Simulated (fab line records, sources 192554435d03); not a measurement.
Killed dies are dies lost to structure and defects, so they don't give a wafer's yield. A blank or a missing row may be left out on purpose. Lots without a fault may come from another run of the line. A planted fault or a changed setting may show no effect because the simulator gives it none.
Chamber matching | flow n5_finfet | N5_BEOL_M12_ETCH_67 on rie_diel-04: 4 sister chambers
The step etches SiARC in CF4, target depth 143 nm, time 238.3 s. 4 wafers are shown with their chamber, then 7 later ones without.

WAFERS WITH THEIR CHAMBER
wafer  | chamber | showerhead_plenum_p_Torr (Torr)
L077.5 | 2       | 2.27
L083.2 | 1       | 2.09
L081.1 | 3       | 2.17
L081.5 | 0       | 2.26

WAFERS WITHOUT THEIR CHAMBER
wafer  | showerhead_plenum_p_Torr (Torr)
L081.6 | 2.17
L086.1 | 2.27
L086.3 | 2.26
L086.5 | 2.26
L089.1 | 2.26
L089.4 | 2.08
L089.5 | 2.26

WHICH CHAMBER EACH WENT THROUGH
wafer  | from the rows above | in truth
L081.6 | 3                   | 3
L086.1 | 2                   | 2
L086.3 | 0                   | 0
L086.5 | 0                   | 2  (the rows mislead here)
L089.1 | 0                   | 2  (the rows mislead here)
L089.4 | 1                   | 1
L089.5 | 0                   | 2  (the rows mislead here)
Placed correctly: 4 of 7. Can't be placed from these rows: 0. Placed wrongly: 3.
How it was worked out, from the rows above alone: a wafer's distance from a chamber is the root of the sum, over the readings, of the square of ((its reading less the chamber's mean) divided by the reading's scatter). The wafer belongs to the nearest chamber; if the next one is less than 2 further off, it can't be placed. A chamber's mean is the mean of its shown wafers. The scatter: with one shown wafer a chamber, the root of the mean of the squares of how far each hidden wafer lies from its nearest shown one.
